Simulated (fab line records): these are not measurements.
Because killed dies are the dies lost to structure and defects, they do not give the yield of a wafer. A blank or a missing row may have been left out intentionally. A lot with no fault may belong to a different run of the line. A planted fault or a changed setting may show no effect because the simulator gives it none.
Matching of chambers || flow n5Finfet || N5_BEOL_M4_ALD_84 on aldMetal-03 has 4 sister chambers
The step deposits TaN, pulse time 2 s, purge time 3 s, co reactant purge time 2 s. 18 wafers are shown with their chamber, then 9 later ones without.

WAFERS, EACH WITH ITS CHAMBER
{"wafer": "L076.2", "chamber": 1, "heaterPowerW (W)": 390, "mfcCarrierSccm (sccm)": 1505}
{"wafer": "L076.4", "chamber": 2, "heaterPowerW (W)": 404, "mfcCarrierSccm (sccm)": 1509}
{"wafer": "L076.6", "chamber": 1, "heaterPowerW (W)": 393, "mfcCarrierSccm (sccm)": 1498}
{"wafer": "L078.3", "chamber": 0, "heaterPowerW (W)": 410, "mfcCarrierSccm (sccm)": 1501}
{"wafer": "L078.4", "chamber": 0, "heaterPowerW (W)": 404, "mfcCarrierSccm (sccm)": 1503}
{"wafer": "L078.5", "chamber": 3, "heaterPowerW (W)": 453, "mfcCarrierSccm (sccm)": 1491}
{"wafer": "L080.1", "chamber": 2, "heaterPowerW (W)": 389, "mfcCarrierSccm (sccm)": 1499}
{"wafer": "L080.2", "chamber": 0, "heaterPowerW (W)": 408, "mfcCarrierSccm (sccm)": 1499}
{"wafer": "L080.5", "chamber": 1, "heaterPowerW (W)": 391, "mfcCarrierSccm (sccm)": 1513}
{"wafer": "L081.2", "chamber": 3, "heaterPowerW (W)": 463, "mfcCarrierSccm (sccm)": 1498}
{"wafer": "L081.3", "chamber": 1, "heaterPowerW (W)": 397, "mfcCarrierSccm (sccm)": 1504}
{"wafer": "L081.4", "chamber": 0, "heaterPowerW (W)": 419, "mfcCarrierSccm (sccm)": 1502}
{"wafer": "L083.2", "chamber": 0, "heaterPowerW (W)": 400, "mfcCarrierSccm (sccm)": 1497}
{"wafer": "L083.3", "chamber": 2, "heaterPowerW (W)": 410, "mfcCarrierSccm (sccm)": 1494}
{"wafer": "L083.6", "chamber": 0, "heaterPowerW (W)": 410, "mfcCarrierSccm (sccm)": 1498}
{"wafer": "L087.3", "chamber": 0, "heaterPowerW (W)": 408, "mfcCarrierSccm (sccm)": 1498}
{"wafer": "L087.4", "chamber": 0, "heaterPowerW (W)": 402, "mfcCarrierSccm (sccm)": 1505}
{"wafer": "L087.6", "chamber": 2, "heaterPowerW (W)": 407, "mfcCarrierSccm (sccm)": 1498}

SIGNATURES (means of the wafers above)
{"reading": "heaterPowerW", "chamber 0": 407.62, "chamber 1": 392.75, "chamber 2": 402.50, "chamber 3": 458.00, "scatter within a chamber": 6.46}
{"reading": "mfcCarrierSccm", "chamber 0": 1500.38, "chamber 1": 1505.00, "chamber 2": 1500.00, "chamber 3": 1494.50, "scatter within a chamber": 4.75}
Rule: distance of a wafer from a chamber = root of the sum over the readings of ((wafer's reading minus chamber's mean) / reading's scatter) squared. If the next closest chamber is less than 2 further off than the closest, the wafer can't be placed; otherwise it belongs to the closest. The scatter: take each reading less its chamber's mean, square it, sum over the shown wafers, divide by the number of wafers less the number of chambers, and take the root.

WAFERS WITH NO CHAMBER GIVEN
{"wafer": "L090.2", "heaterPowerW (W)": 472, "mfcCarrierSccm (sccm)": 1504}
{"wafer": "L090.3", "heaterPowerW (W)": 394, "mfcCarrierSccm (sccm)": 1501}
{"wafer": "L090.5", "heaterPowerW (W)": 411, "mfcCarrierSccm (sccm)": 1499}
{"wafer": "L094.1", "heaterPowerW (W)": 401, "mfcCarrierSccm (sccm)": 1499}
{"wafer": "L094.5", "heaterPowerW (W)": 408, "mfcCarrierSccm (sccm)": 1495}
{"wafer": "L094.6", "heaterPowerW (W)": 389, "mfcCarrierSccm (sccm)": 1496}
{"wafer": "L097.2", "heaterPowerW (W)": 413, "mfcCarrierSccm (sccm)": 1508}
{"wafer": "L097.3", "heaterPowerW (W)": 469, "mfcCarrierSccm (sccm)": 1506}
{"wafer": "L097.5", "heaterPowerW (W)": 412, "mfcCarrierSccm (sccm)": 1502}

WHICH CHAMBER EACH WENT THROUGH
{"wafer": "L090.2", "from the rows above": 3, "in truth": 3}
{"wafer": "L090.3", "from the rows above": "can't be placed: 1 or 2 or 0", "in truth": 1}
{"wafer": "L090.5", "from the rows above": "can't be placed: 0 or 2", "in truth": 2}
{"wafer": "L094.1", "from the rows above": "can't be placed: 2 or 0 or 1", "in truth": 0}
{"wafer": "L094.5", "from the rows above": "can't be placed: 0 or 2", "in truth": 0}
{"wafer": "L094.6", "from the rows above": "can't be placed: 1 or 2 or 0", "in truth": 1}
{"wafer": "L097.2", "from the rows above": "can't be placed: 0 or 2 or 1", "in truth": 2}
{"wafer": "L097.3", "from the rows above": 3, "in truth": 3}
{"wafer": "L097.5", "from the rows above": "can't be placed: 0 or 2", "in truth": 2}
Placed correctly: 2 of 9. These rows do not allow placing 7 (true chamber among the candidates in 7). Wrongly placed: 0.
